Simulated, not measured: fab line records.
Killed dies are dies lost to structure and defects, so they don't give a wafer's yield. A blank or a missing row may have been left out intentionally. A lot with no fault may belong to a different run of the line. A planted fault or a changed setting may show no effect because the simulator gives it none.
fab line records    flow n5-finfet
record lots=7  wafers=21
route steps=1938 shown WELL_APT@21 FIN_SAQP@96 FIN_CUT@160 DUMMY_GATE@250 SD_EPI_N@268 ILD0@343
start-h: the number of hours between the record's first day and the start of the first shown wafer of the lot    wait-h: time in hours since the lot's previous step    " identical to the entry in the row above    L1.1+2: a row that stands for several wafers    - value missing, or start not given    * or withheld: withheld    < > ~ a bound
route shown NAME@n: NAME is a module with steps in the file, n the number in the route of the first one    usual: mean/standard deviation taken from wafers without a fault    same: alike in all rows    chamber/n: place in a boat    sites: each site's reading    _std_site: the values' standard deviation    _edge_site: inner sites' mean taken away from outer sites' mean    radius-mm: for every site, how far away it sits from the centre of the wafer    mask NAME#n: copy n    behind: the tool/chamber that last shaped the wafer    hold: cause of the lot's hold/its duration in hours/its outcome    device: whichever transistor did not switch (one of n, p or np)    end of line: at the end of the route, the tests of the same wafers    where a step has no rows: the recipe by itself    killed: dies lost to structure and defects at the first sort, not the wafer's yield    map: per-die view of a wafer (x killed, . not killed, _ where there is no die)
set.NAME: the setting the step ran with; set.NAME@STEP: the setting that earlier step ran with    model.NAME: the simulator's own value behind a step, which no gauge read
one table per step and one row per wafer, for lots whose settings were changed on purpose
## steps
# step N5_WELL_APT_COAT_02
# recipe spin-rpm=1357  resist-thk-nm=950
lot.wafer  tool            chamber  start-h  wait-h  set.spin-rpm  model.coat_of_WELL_APT_COAT_02.thk-nm
L074.1     litho-track-05  0        -        -       1357          951.9
L074.4     "               0        "        "       1357          952.8
L074.6     "               0        "        "       1357          951.7
L079.1     litho-track-05  0        -        -       1357          954.6
L079.2     "               0        "        "       1357          951.4
L079.3     "               0        "        "       1357          951.2
L080.1     litho-track-05  0        -        -       1357          955.1
L080.2     "               0        "        "       1357          951.8
L080.3     "               0        "        "       1357          951.4
L082.2     litho-track-03  0        -        -       1499          909.1
L082.3     "               0        "        "       1357          954.7
L082.5     "               0        "        "       1499          909.8
L085.1     litho-track-03  0        -        -       1425          929
L085.3     "               0        "        "       1425          928
L085.4     "               0        "        "       1357          951.1
L086.1     litho-track-04  0        -        -       1284          978
L086.5     "               0        "        "       1284          977
L086.6     "               0        "        "       1357          951
L089.4     litho-track-03  0        -        -       1357          953.4
L089.5     "               0        "        "       1402          939.8
L089.6     "               0        "        "       1357          955.9
# step N5_FIN_SAQP_HM_DEP_03
# recipe material=SiNx  target-thk-a=380  temp-c=400  precursor=SiH4/NH3/N2  pressure-torr=1.5  rf-w=300  time-s=33.6
lot.wafer  tool      chamber  start-h  wait-h  set.time-s  model.SiNx_of_FIN_SAQP_HM_DEP_03.thk-nm
L074.1     pecvd-03  0        21.34    0.2     33.6        37.7
L074.4     "         0        "        "       33.6        38.34
L074.6     "         1        "        "       33.6        38.3
L079.1     pecvd-01  1        50.95    0.2     33.6        37.51
L079.2     "         0        "        "       31.03       34.09
L079.3     "         0        "        "       33.6        37.71
L080.1     pecvd-02  1        57.34    0.2     33.6        38.59
L080.2     "         0        "        "       33.6        37.58
L080.3     "         2        "        "       33.6        39.49
L082.2     pecvd-02  1        69.26    0.2     30.48       34.51
L082.3     "         0        "        "       30.48       33.69
L082.5     "         2        "        "       30.48       35
L085.1     pecvd-01  1        87.27    0.2     36.7        40.87
L085.3     "         1        "        "       36.7        41.37
L085.4     "         0        "        "       36.7        41.01
L086.1     pecvd-03  0        94.08    0.2     32.06       35.87
L086.5     "         1        "        "       33.6        38.35
L086.6     "         0        "        "       32.06       36.63
L089.4     pecvd-01  2        111.51   0.1     36.24       41.36
L089.5     "         0        "        "       36.24       40.39
L089.6     "         1        "        "       33.6        38.31
# step N5_FIN_SAQP_THK_MEAS_05
# usual thk-nm=38.0/0.64
lot.wafer  tool           chamber  start-h  wait-h  set.time-s@FIN_SAQP_HM_DEP_03  thk-nm
L074.1     film-metro-01  -        21.43    0.1     33.6                           37.7
L074.4     "              -        "        "       33.6                           38.3
L074.6     "              -        "        "       33.6                           38.3
L079.1     film-metro-01  -        51.07    0.1     33.6                           37.5
L079.2     "              -        "        "       31.03                          34.1
L079.3     "              -        "        "       33.6                           37.7
L080.1     film-metro-01  -        57.42    0.1     33.6                           38.6
L080.2     "              -        "        "       33.6                           37.6
L080.3     "              -        "        "       33.6                           39.5
L082.2     film-metro-01  -        69.35    0.1     30.48                          34.5
L082.3     "              -        "        "       30.48                          33.7
L082.5     "              -        "        "       30.48                          35.0
L085.1     film-metro-01  -        87.39    0.1     36.7                           40.9
L085.3     "              -        "        "       36.7                           41.3
L085.4     "              -        "        "       36.7                           41.0
L086.1     film-metro-01  -        94.17    0.1     32.06                          35.9
L086.5     "              -        "        "       33.6                           38.4
L086.6     "              -        "        "       32.06                          36.6
L089.4     film-metro-01  -        111.57   0.0     36.24                          41.3
L089.5     "              -        "        "       36.24                          40.4
L089.6     "              -        "        "       33.6                           38.3
# step N5_FIN_SAQP_EXPOSE_13
# recipe mask-id=FIN_CORE  na=1.35  source-shape=dipole  sigma-inner=0.538  sigma-outer=0.738  polarization=te  target-cd-nm=35.6  dose-mj=63.25
lot.wafer   tool             chamber  start-h  wait-h  mask        set.dose-mj
L074.1+4+6  arfi-scanner-02  0        21.99    -       FIN_CORE#0  63.25
L079.1+2+3  arfi-scanner-01  0        51.53    -       FIN_CORE#0  63.25
L080.1+2    arfi-scanner-02  0        57.99    -       FIN_CORE#0  61.3
L080.3      "                0        "        "       FIN_CORE#0  63.25
L082.2+3    arfi-scanner-01  0        69.99    -       FIN_CORE#0  65.09
L082.5      "                0        "        "       FIN_CORE#0  63.25
L085.1+3    arfi-scanner-02  0        87.85    -       FIN_CORE#0  61.86
L085.4      "                0        "        "       FIN_CORE#0  63.25
L086.1+5    arfi-scanner-03  0        94.73    -       FIN_CORE#0  65.52
L086.6      "                0        "        "       FIN_CORE#0  63.25
L089.4      arfi-scanner-03  0        112.02   -       FIN_CORE#0  63.25
L089.5+6    "                0        "        "       FIN_CORE#0  60.56
# step N5_FIN_SAQP_PEB_14
# recipe peb-temp-c=withheld  peb-time-s=60  resist=CAR-ArF
# step N5_FIN_SAQP_DEVELOP_15
# recipe develop-time-s=30  developer=TMAH  resist=CAR-ArF  dev-temp-c=23  rinse-liquid=diw  dry=air-spin
# step N5_FIN_SAQP_SPACER2_ALD_28
# recipe material=SiO2  target-thk-a=81  temp-c=300  ald-precursor-family=BDEAS  ald-co-reactant=O2-plasma  pulse-time-s=1  purge-time-s=2  co-reactant-purge-time-s=2  pressure-torr=2
# step N5_FIN_SAQP_SPACER2_ETCHBACK_29
# recipe chemistry=CHF3/O2  mode=anisotropic-etchback  target=SiO2  target-depth-a=122  time-s=6.1  pressure-mtorr=30  source-w=650  bias-w=170  Ar_flow_sccm=200  CHF3_flow_sccm=50  O2_flow_sccm=5  ion-energy-ev=200
# step N5_FIN_SAQP_MANDREL2_REMOVE_60
# recipe chemistry=HBr/Cl2/O2  bt-time-s=10  target=a-Si  stop-on=SiNx  endpoint=OES-SiCl  over-etch-frac=1  icp-w=600  bias-w=22  HBr_flow_sccm=150  Cl2_flow_sccm=80  O2_flow_sccm=5  pressure-mtorr=10
lot.wafer  tool       chamber  start-h  wait-h  set.time-s@FIN_SAQP_HM_DEP_03  model.SiNx_of_FIN_SAQP_HM_DEP_03.thk-nm
L074.1     rie-si-02  1        26.10    0.1     33.6                           37
L074.4     "          2        "        "       33.6                           37.8
L074.6     "          0        "        "       33.6                           37.6
L079.1     rie-si-01  0        55.58    0.1     33.6                           36.8
L079.2     "          3        "        "       31.03                          33.2
L079.3     "          2        "        "       33.6                           37
L080.1     rie-si-03  1        62.63    0.1     33.6                           38
L080.2     "          3        "        "       33.6                           37
L080.3     "          2        "        "       33.6                           38.8
L082.2     rie-si-03  3        73.87    0.1     30.48                          33.8
L082.3     "          2        "        "       30.48                          33
L082.5     "          0        "        "       30.48                          34.4
L085.1     rie-si-03  3        94.28    0.1     36.7                           40.2
L085.3     "          2        "        "       36.7                           40.8
L085.4     "          0        "        "       36.7                           40.4
L086.1     rie-si-02  1        98.74    0.1     32.06                          35.2
L086.5     "          1        "        "       33.6                           37.8
L086.6     "          0        "        "       32.06                          36
L089.4     rie-si-02  1        115.77   0.0     36.24                          40.6
L089.5     "          0        "        "       36.24                          39.6
L089.6     "          3        "        "       33.6                           37.6
# step N5_FIN_SAQP_HM_OPEN_33
# recipe chemistry=CH3F/O2  target=SiNx  mask-material=SiO2  target-depth-a=494  time-s=70.6  pressure-mtorr=30  source-w=395  bias-w=73  Ar_flow_sccm=150  CH3F_flow_sccm=30  O2_flow_sccm=20  ion-energy-ev=120  ends=cleared
# usual etch-rf-on-time-s=70.4/1.9
lot.wafer  tool         chamber  start-h  wait-h  set.time-s@FIN_SAQP_HM_DEP_03  etch-rf-on-time-s  model.etch.depth-nm
L074.1     rie-diel-02  3        26.26    0.0     33.6                           70.1               37.07
L074.4     "            0        "        "       33.6                           71.3               37.71
L074.6     "            0        "        "       33.6                           71.3               37.67
L079.1     rie-diel-02  3        55.87    0.2     33.6                           70.1               36.89
L079.2     "            1        "        "       31.03                          63.1               33.3
L079.3     "            0        "        "       33.6                           70.0               36.97
L080.1     rie-diel-06  2        62.78    0.0     33.6                           71.5               37.96
L080.2     "            1        "        "       33.6                           69.6               36.95
L080.3     "            3        "        "       33.6                           73.3               38.86
L082.2     rie-diel-02  2        74.03    0.0     30.48                          62.8               33.88
L082.3     "            3        "        "       30.48                          63.1               33.06
L082.5     "            3        "        "       30.48                          64.9               34.38
L085.1     rie-diel-06  0        94.44    0.0     36.7                           76.9               40.24
L085.3     "            2        "        "       36.7                           76.6               40.75
L085.4     "            0        "        "       36.7                           77.6               40.38
L086.1     rie-diel-04  3        98.91    0.0     32.06                          63.8               35.24
L086.5     "            1        "        "       33.6                           72.3               37.73
L086.6     "            2        "        "       32.06                          66.6               36
L089.4     rie-diel-04  0        116.00   0.1     36.24                          75.3               40.57
L089.5     "            2        "        "       36.24                          72.4               39.65
L089.6     "            3        "        "       33.6                           68.1               37.52
# step N5_FIN_SAQP_ETCH_34
# recipe chemistry=C4F6/O2  target=SiO2  target-depth-a=450  time-s=15  ion-energy-ev=250  pressure-mtorr=30  source-w=345  bias-w=185  Ar_flow_sccm=300  C4F6_flow_sccm=10  O2_flow_sccm=10  ends=cleared
# step N5_FIN_SAQP_STRIP_77
# recipe chemistry=N2/H2  time-s=90  power-w=100  temp-c=40  pressure-mtorr=100  rf-frequency-hz=6e+07  bias-power-w=3  n2-flow-sccm=300  h2-flow-sccm=300
# step N5_FIN_SAQP_ETCH_64
# recipe chemistry=CF4  target=SiO2  target-depth-a=15  ion-energy-ev=350  pressure-mtorr=10  icp-w=800  bias-w=400  cf4-flow-sccm=80
lot.wafer  tool       chamber  start-h  wait-h  set.time-s@FIN_SAQP_HM_DEP_03  model.SiNx_of_FIN_SAQP_HM_DEP_03.thk-nm
L074.1     rie-si-01  0        26.52    0.0     33.6                           32.4
L074.4     "          1        "        "       33.6                           33
L074.6     "          2        "        "       33.6                           32.8
L079.1+3   rie-si-03  2,3      56.15    0.0     33.6                           32.2
L079.2     "          0        "        "       31.03                          28.6
L080.1     rie-si-01  1        63.05    0.0     33.6                           33.2
L080.2     "          0        "        "       33.6                           32.2
L080.3     "          3        "        "       33.6                           34.2
L082.2     rie-si-02  0        74.30    0.0     30.48                          29
L082.3     "          2        "        "       30.48                          28.2
L082.5     "          3        "        "       30.48                          29.6
L085.1+4   rie-si-01  2,1      94.71    0.0     36.7                           35.6
L085.3     "          3        "        "       36.7                           36
L086.1     rie-si-03  0        99.18    0.0     32.06                          30.4
L086.5     "          3        "        "       33.6                           33
L086.6     "          2        "        "       32.06                          31.4
L089.4     rie-si-03  3        116.26   0.0     36.24                          35.8
L089.5     "          0        "        "       36.24                          35
L089.6     "          3        "        "       33.6                           32.6
# step N5_FIN_CUT_EXPOSE_05
# recipe mask-id=FIN_CUT  na=0.33  source-shape=annular  sigma-inner=0.35  sigma-outer=0.8  polarization=unpolarized  dose-mj=45.75
lot.wafer   tool            chamber  start-h  wait-h  mask       set.dose-mj
L074.1+4+6  euv-scanner-01  0        26.96    -       FIN_CUT#0  45.75
L079.1+2    euv-scanner-01  0        56.72    -       FIN_CUT#0  43.64
L079.3      "               0        "        "       FIN_CUT#0  45.75
L080.1+3    euv-scanner-02  0        63.66    -       FIN_CUT#0  47.47
L080.2      "               0        "        "       FIN_CUT#0  45.75
L082.2+3    euv-scanner-02  0        74.80    -       FIN_CUT#0  45.75
L082.5      "               0        "        "       FIN_CUT#0  43.5
L085.1+3    euv-scanner-02  0        95.16    -       FIN_CUT#0  43.33
L085.4      "               0        "        "       FIN_CUT#0  45.75
L086.1+6    euv-scanner-01  0        99.74    -       FIN_CUT#0  45.75
L086.5      "               0        "        "       FIN_CUT#0  47.71
L089.4+6    euv-scanner-02  0        116.85   -       FIN_CUT#0  45.75
L089.5      "               0        "        "       FIN_CUT#0  49.04
# step N5_FIN_CUT_PEB_06
# recipe peb-temp-c=100  peb-time-s=60  resist=CAR-EUV
# step N5_FIN_CUT_DEVELOP_07
# recipe develop-time-s=30  developer=TMAH  resist=CAR-EUV  rinse-liquid=surfactant-rinse  dry=air-spin  dev-temp-c=23
# step N5_FIN_CUT_CD_MEAS_08
# recipe target-cd-nm=29.1  landing-energy-ev=500  detector=se-inlens  polarity=opening
# usual cd-nm=29.12/0.25
lot.wafer  tool       chamber  start-h  wait-h  set.dose-mj@FIN_CUT_EXPOSE_05  cd-nm
L074.1     cd-sem-01  0        27.10    -       45.75                          29.02
L074.4     "          0        "        "       45.75                          29.27
L074.6     "          0        "        "       45.75                          29.05
L079.1     cd-sem-02  0        56.85    -       43.64                          28.47
L079.2     "          0        "        "       43.64                          28.06
L079.3     "          0        "        "       45.75                          29.05
L080.1     cd-sem-01  0        63.79    -       47.47                          29.90
L080.2     "          0        "        "       45.75                          29.23
L080.3     "          0        "        "       47.47                          30.07
L082.2     cd-sem-01  0        74.93    -       45.75                          29.03
L082.3     "          0        "        "       45.75                          28.57
L082.5     "          0        "        "       43.5                           28.49
L085.1     cd-sem-01  0        95.30    -       43.33                          28.11
L085.3     "          0        "        "       43.33                          28.38
L085.4     "          0        "        "       45.75                          29.21
L086.1     cd-sem-01  0        99.88    -       45.75                          29.62
L086.5     "          0        "        "       47.71                          30.17
L086.6     "          0        "        "       45.75                          29.53
L089.4     cd-sem-01  0        116.96   -       45.75                          28.77
L089.5     "          0        "        "       49.04                          30.13
L089.6     "          0        "        "       45.75                          28.80
# step N5_FIN_CUT_DESCUM_13
# recipe chemistry=O2  time-s=7  source-power-w=50  bias-power-w=20  pressure-mtorr=20  rf-frequency-hz=2.712e+07  temp-c=40  resist=CAR-EUV  o2-flow-sccm=225
# step N5_FIN_CUT_ETCH_30
# recipe chemistry=N2/H2  target=underlayer  target-depth-a=130  mask-material=CAR-EUV  time-s=10.4  ion-energy-ev=200  pressure-mtorr=30  source-w=840  bias-w=150  n2-flow-sccm=200  h2-flow-sccm=200  ends=cleared
lot.wafer   tool         chamber  start-h  wait-h  set.dose-mj@FIN_CUT_EXPOSE_05  model.FIN_CUT.cd-offset-nm
L074.1+4+6  rie-diel-01  2,0,1    27.44    0.0     45.75                          0.2
L079.1      rie-diel-05  2        57.01    0.0     43.64                          -1.2
L079.2      "            1        "        "       43.64                          -0.8
L079.3      "            0        "        "       45.75                          -0.2
L080.1      rie-diel-01  3        63.95    0.0     47.47                          0.2
L080.2      "            2        "        "       45.75                          0
L080.3      "            0        "        "       47.47                          0.8
L082.2      rie-diel-01  0        75.09    0.0     45.75                          0
L082.3      "            2        "        "       45.75                          -0.2
L082.5      "            2        "        "       43.5                           -1
L085.1      rie-diel-05  1        95.47    0.0     43.33                          -0.8
L085.3      "            3        "        "       43.33                          -1.2
L085.4      "            2        "        "       45.75                          -0.2
L086.1      rie-diel-03  3        100.03   0.0     45.75                          0.4
L086.5      "            2        "        "       47.71                          0.8
L086.6      "            1        "        "       45.75                          0
L089.4+6    rie-diel-03  2,3      117.37   0.0     45.75                          -0.2
L089.5      "            0        "        "       49.04                          1.2
# step N5_DUMMY_GATE_ETCH_42
# recipe chemistry=CHF3/O2  target=SiO2  target-depth-a=35  time-s=31  ion-energy-ev=30  bias-w=12  pressure-mtorr=30  source-w=600  Ar_flow_sccm=200  CHF3_flow_sccm=50  O2_flow_sccm=5
# usual rf-vpp-V=42.4/1.3
lot.wafer  tool         chamber  start-h  wait-h  set.bias-w  rf-vpp-V
L074.1     rie-diel-01  2        48.05    0.1     12          42.7
L074.4     "            0        "        "       12          45.8
L074.6     "            0        "        "       12          43.8
L079.1     rie-diel-01  0        79.24    0.0     12          43.3
L079.2     "            3        "        "       10.97       37.8
L079.3     "            3        "        "       10.97       37.7
L080.1     rie-diel-01  3        84.26    0.4     13.8        46.3
L080.2     "            0        "        "       13.8        47.0
L080.3     "            3        "        "       12          41.8
L082.2     rie-diel-01  3        94.44    0.0     12          42.2
L082.3     "            1        "        "       14.07       46.6
L082.5     "            0        "        "       14.07       48.4
L085.1     rie-diel-01  0        115.91   0.2     13.44       45.9
L085.3     "            1        "        "       13.44       45.8
L085.4     "            3        "        "       12          41.3
L086.1     rie-diel-03  1        121.41   0.2     12          43.6
L086.5     "            2        "        "       11.16       39.3
L086.6     "            3        "        "       11.16       40.5
L089.4     rie-diel-01  1        137.88   0.0     12          42.9
L089.5     "            1        "        "       12          42.0
L089.6     "            0        "        "       12          43.2
# step N5_SD_EPI_N_PEB_07
# recipe peb-temp-c=110  peb-time-s=60  resist=CAR-ArF-block
lot.wafer   tool            chamber  start-h  wait-h  set.peb-time-s
L074.1+4+6  litho-track-04  0        49.22    0.1     60
L079.1+2    litho-track-05  0        80.47    0.1     60
L079.3      "               0        "        "       53.4
L080.1+2+3  litho-track-05  0        86.31    0.1     60
L082.2      litho-track-05  0        95.49    0.0     60
L082.3+5    "               0        "        "       70
L085.1+3+4  litho-track-03  0        117.26   0.1     60
L086.1      litho-track-04  0        123.50   0.1     60
L086.5+6    "               0        "        "       68.88
L089.4+5+6  litho-track-04  0        139.06   0.0     60
# step N5_SD_EPI_N_DEVELOP_08
# recipe develop-time-s=30  developer=TMAH  resist=CAR-ArF-block  dev-temp-c=23  rinse-liquid=diw  dry=air-spin
lot.wafer   tool            chamber  start-h  wait-h  set.develop-time-s
L074.1+4+6  litho-track-04  0        -        -       30
L079.1+3    litho-track-05  0        -        -       35.15
L079.2      "               0        "        "       30
L080.1      litho-track-05  0        -        -       26.93
L080.2+3    "               0        "        "       30
L082.2+5    litho-track-05  0        -        -       30
L082.3      "               0        "        "       32.71
L085.1+4    litho-track-03  0        -        -       30
L085.3      "               0        "        "       33.34
L086.1      litho-track-04  0        -        -       30
L086.5+6    "               0        "        "       33.66
L089.4+6    litho-track-04  0        -        -       36.5
L089.5      "               0        "        "       30
# step N5_SD_EPI_N_CD_MEAS_09
# recipe target-cd-nm=120  landing-energy-ev=500  detector=se-inlens
# usual cd-nm=120.2/0.87
lot.wafer  tool       chamber  start-h  wait-h  set.peb-time-s@SD_EPI_N_PEB_07  cd-nm
L074.1     cd-sem-01  0        49.29    -       60                              119.6
L074.4     "          0        "        "       60                              119.8
L074.6     "          0        "        "       60                              118.5
L079.1     cd-sem-03  0        80.54    -       60                              121.7
L079.2     "          0        "        "       60                              121.0
L079.3     "          0        "        "       53.4                            118.4
L080.1     cd-sem-01  0        86.37    -       60                              118.8
L080.2     "          0        "        "       60                              120.2
L080.3     "          0        "        "       60                              119.3
L082.2     cd-sem-01  0        95.56    -       60                              119.1
L082.3     "          0        "        "       70                              125.5
L082.5     "          0        "        "       70                              127.0
L085.1     cd-sem-03  0        117.33   -       60                              120.4
L085.3     "          0        "        "       60                              121.3
L085.4     "          0        "        "       60                              121.3
L086.1     cd-sem-01  0        123.57   -       60                              119.8
L086.5     "          0        "        "       68.88                           125.1
L086.6     "          0        "        "       68.88                           123.8
L089.4     cd-sem-01  0        139.12   -       60                              119.5
L089.5     "          0        "        "       60                              119.3
L089.6     "          0        "        "       60                              121.5
# step N5_SD_EPI_N_DESCUM_14
# recipe chemistry=O2  time-s=7.9  source-power-w=50  bias-power-w=20  pressure-mtorr=20  rf-frequency-hz=2.712e+07  temp-c=40  resist=CAR-ArF-block  o2-flow-sccm=225
lot.wafer  tool         chamber  start-h  wait-h  set.peb-time-s@SD_EPI_N_PEB_07  model.SD_EPI_N.cd-nm
L074.1     rie-diel-06  2        49.75    0.4     60                              119.8
L074.4     "            0        "        "       60                              119.6
L074.6     "            3        "        "       60                              118.4
L079.1     rie-diel-06  1        80.62    0.0     60                              121
L079.2     "            0        "        "       60                              121.2
L079.3     "            2        "        "       53.4                            118.6
L080.1     rie-diel-02  2        86.46    0.0     60                              118.8
L080.2     "            1        "        "       60                              120
L080.3     "            3        "        "       60                              119.2
L082.2     rie-diel-06  0        95.65    0.0     60                              119.4
L082.3     "            2        "        "       70                              125.4
L082.5     "            2        "        "       70                              126.6
L085.1     rie-diel-04  2        117.41   0.0     60                              120.4
L085.3     "            1        "        "       60                              121.2
L085.4     "            0        "        "       60                              121.4
L086.1     rie-diel-06  2        123.66   0.0     60                              119.6
L086.5     "            0        "        "       68.88                           125.2
L086.6     "            2        "        "       68.88                           123.8
L089.4     rie-diel-04  2        139.21   0.0     60                              119.6
L089.5     "            2        "        "       60                              119.2
L089.6     "            3        "        "       60                              121.2
# step N5_SD_EPI_N_ETCH_34
# recipe chemistry=CF4  target=SiARC  target-depth-a=455  mask-material=CAR-ArF-block  time-s=75.8  ion-energy-ev=80  pressure-mtorr=40  source-w=545  bias-w=36  Ar_flow_sccm=100  cf4-flow-sccm=100  ends=cleared
lot.wafer  tool         chamber  start-h  wait-h  set.peb-time-s@SD_EPI_N_PEB_07  model.SD_EPI_N.cd-nm
L074.1     rie-diel-06  2        49.79    0.0     60                              120
L074.4     "            0        "        "       60                              119.4
L074.6     "            3        "        "       60                              118.6
L079.1     rie-diel-06  1        80.66    0.0     60                              120.8
L079.2     "            0        "        "       60                              121
L079.3     "            2        "        "       53.4                            118.8
L080.1     rie-diel-02  2        86.50    0.0     60                              118.6
L080.2     "            1        "        "       60                              119.8
L080.3     "            3        "        "       60                              118.8
L082.2     rie-diel-06  0        95.68    0.0     60                              119.4
L082.3     "            2        "        "       70                              125.8
L082.5     "            2        "        "       70                              126.8
L085.1     rie-diel-04  2        117.45   0.0     60                              120.4
L085.3     "            1        "        "       60                              121.4
L085.4     "            0        "        "       60                              121.6
L086.1     rie-diel-06  2        123.69   0.0     60                              120
L086.5     "            0        "        "       68.88                           125.2
L086.6     "            2        "        "       68.88                           124
L089.4     rie-diel-04  2        139.24   0.0     60                              119.8
L089.5     "            2        "        "       60                              119.4
L089.6     "            3        "        "       60                              121.6
# step N5_ILD0_ALD_15
# recipe material=SiNx  target-thk-a=240  temp-c=400  ald-precursor-family=SiH2I2  ald-co-reactant=N2/H2-plasma  pulse-time-s=1  ald-cycles=480  purge-time-s=2  co-reactant-purge-time-s=2  pressure-torr=2
lot.wafer  tool        chamber  start-h  wait-h  set.ald-cycles  model.SiNx_of_ILD0_ALD_15.thk-nm
L074.1+6   ald-sin-03  2,1      63.99    0.6     480             23.8
L074.4     "           1        "        "       480             24
L079.1+2   ald-sin-03  2,0      96.82    1.2     480             24
L079.3     "           3        "        "       480             24.2
L080.1     ald-sin-01  0        99.53    0.6     480             23.8
L080.2+3   "           2,3      "        "       480             24
L082.2+5   ald-sin-01  2,0      110.85   0.6     444             22.2
L082.3     "           3        "        "       480             24
L085.1     ald-sin-01  0        131.38   0.6     480             24
L085.3+4   "           1,3      "        "       555             27.6
L086.1+5   ald-sin-04  1,0      138.66   1.5     442             22.2
L086.6     "           1        139.74   1.4     480             24.2
L089.4     ald-sin-03  0        152.70   0.2     546             27.2
L089.5+6   "           1,2      153.79   1.2     480             23.8
## key
split step=N5_WELL_APT_COAT_02  setting=spin-rpm  stated=1357  by=wafer
response step=N5_WELL_APT_COAT_02  reading=model.coat_of_WELL_APT_COAT_02.thk-nm  change=-4.46  per=1%  r=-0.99
split step=N5_FIN_SAQP_HM_DEP_03  setting=time-s  stated=33.6  by=wafer
response step=N5_FIN_SAQP_HM_DEP_03  reading=model.SiNx_of_FIN_SAQP_HM_DEP_03.thk-nm  change=+0.402  per=1%  r=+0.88
response step=N5_FIN_SAQP_THK_MEAS_05  reading=thk-nm  change=*  per=1%  r=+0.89
response step=N5_FIN_SAQP_MANDREL2_REMOVE_60  reading=model.SiNx_of_FIN_SAQP_HM_DEP_03.thk-nm  change=+0.411  per=1%  r=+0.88
response step=N5_FIN_SAQP_HM_OPEN_33  reading=etch-rf-on-time-s  change=*  per=1%  r=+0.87
response step=N5_FIN_SAQP_HM_OPEN_33  reading=model.etch.depth-nm  change=+0.409  per=1%  r=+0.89
response step=N5_FIN_SAQP_ETCH_64  reading=model.SiNx_of_FIN_SAQP_HM_DEP_03.thk-nm  change=+0.419  per=1%  r=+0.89
split step=N5_FIN_SAQP_EXPOSE_13  setting=dose-mj  stated=63.25  by=wafer
response none clear
split step=N5_FIN_CUT_EXPOSE_05  setting=dose-mj  stated=45.75  by=wafer
response step=N5_FIN_CUT_CD_MEAS_08  reading=cd-nm  change=+0.161  per=1%  r=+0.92
response step=N5_FIN_CUT_ETCH_30  reading=model.FIN_CUT.cd-offset-nm  change=+0.17  per=1%  r=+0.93
split step=N5_DUMMY_GATE_ETCH_42  setting=bias-w  stated=12  by=wafer
response step=N5_DUMMY_GATE_ETCH_42  reading=rf-vpp-V  change=+0.371  per=1%  r=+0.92
split step=N5_SD_EPI_N_PEB_07  setting=peb-time-s  stated=60  by=wafer
response step=N5_SD_EPI_N_CD_MEAS_09  reading=cd-nm  change=+0.356  per=1%  r=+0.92
response step=N5_SD_EPI_N_DESCUM_14  reading=model.SD_EPI_N.cd-nm  change=+0.34  per=1%  r=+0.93
response step=N5_SD_EPI_N_ETCH_34  reading=model.SD_EPI_N.cd-nm  change=+0.334  per=1%  r=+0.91
split step=N5_SD_EPI_N_DEVELOP_08  setting=develop-time-s  stated=30  by=wafer
response none clear
split step=N5_ILD0_ALD_15  setting=ald-cycles  stated=480  by=wafer
response step=N5_ILD0_ALD_15  reading=model.SiNx_of_ILD0_ALD_15.thk-nm  change=+0.24  per=1%  r=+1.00
